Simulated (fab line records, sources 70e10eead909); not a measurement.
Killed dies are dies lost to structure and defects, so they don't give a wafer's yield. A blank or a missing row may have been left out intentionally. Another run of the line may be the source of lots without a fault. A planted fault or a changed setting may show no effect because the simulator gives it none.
Chamber matching ; flow nand harc ; NHARC_P_M1_PRE_CLEAN_32 on pecvd-03 has 3 sister chambers
The step time 12 s. 3 wafers are shown with their chamber, then 11 later ones without.

## WAFERS WITH THEIR CHAMBER
wafer;chamber;heater power w (W)
L088.5;0;751
L092.3;2;630
L093.1;1;576

## WAFERS MISSING THEIR CHAMBER
wafer;heater power w (W)
L093.4;558
L093.6;586
L094.1;775
L094.2;638
L094.4;757
L095.1;775
L095.3;627
L095.5;558
L097.1;652
L097.4;612
L097.5;578

## EACH ONE'S CHAMBER
wafer;from the rows above;in truth
L093.4;1;1
L093.6;1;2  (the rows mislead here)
L094.1;0;0
L094.2;2;2
L094.4;0;0
L095.1;0;0
L095.3;2;2
L095.5;1;1
L097.1;2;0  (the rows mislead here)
L097.4;can't be placed: 2 or 1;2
L097.5;1;1
Correctly placed: 8 of 11. From these rows, 1 cannot be placed; in 1 the true chamber is one of the candidates. Placed wrongly: 2.
How it was worked out, from the rows above alone: a wafer's distance from a chamber is the root of the sum, over the readings, of the square of ((its reading less the chamber's mean) divided by the reading's scatter). The wafer belongs to the nearest chamber; if the next one is less than 2 further off, it can't be placed. A chamber's mean is the mean of its shown wafers. The scatter: with one shown wafer a chamber, the root of the mean of the squares of how far each hidden wafer lies from its nearest shown one.
